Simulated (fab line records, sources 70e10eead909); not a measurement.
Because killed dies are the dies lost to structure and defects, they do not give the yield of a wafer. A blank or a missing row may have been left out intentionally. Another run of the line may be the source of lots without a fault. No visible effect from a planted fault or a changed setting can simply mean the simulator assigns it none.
Matching of chambers | flow nand harc | pecvd-01 running NHARC_A_BONDPAD_DEP_00: 3 sister chambers
The step deposits SiCN, target thk 250 nm. 3 wafers are shown with their chamber, then 8 later ones without.

WAFERS, EACH WITH ITS CHAMBER
wafer  | chamber | heater power w (W)
L085.4 | 0       | 544
L085.5 | 2       | 486
L089.3 | 1       | 558

WAFERS MISSING THEIR CHAMBER
wafer  | heater power w (W)
L089.5 | 469
L089.6 | 601
L092.1 | 573
L092.2 | 559
L092.4 | 554
L094.1 | 477
L094.4 | 471
L094.6 | 594

WHICH CHAMBER EACH WENT THROUGH
wafer  | from the rows above     | in truth
L089.5 | 2                       | 2
L089.6 | can't be placed: 1 or 0 | 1
L092.1 | can't be placed: 1 or 0 | 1
L092.2 | can't be placed: 1 or 0 | 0
L092.4 | can't be placed: 1 or 0 | 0
L094.1 | 2                       | 2
L094.4 | 2                       | 2
L094.6 | can't be placed: 1 or 0 | 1
Correctly placed: 3 of 8. From these rows, 5 cannot be placed; in 5 the true chamber is one of the candidates. Placed wrongly: 0.
How it was worked out, from the rows above alone: a wafer's distance from a chamber is the root of the sum, over the readings, of the square of ((its reading less the chamber's mean) divided by the reading's scatter). If the next closest chamber is less than 2 further off than the closest, the wafer can't be placed; otherwise it belongs to the closest. A chamber's mean is the mean of its shown wafers. The scatter: with one shown wafer a chamber, the root of the mean of the squares of how far each hidden wafer lies from its nearest shown one.
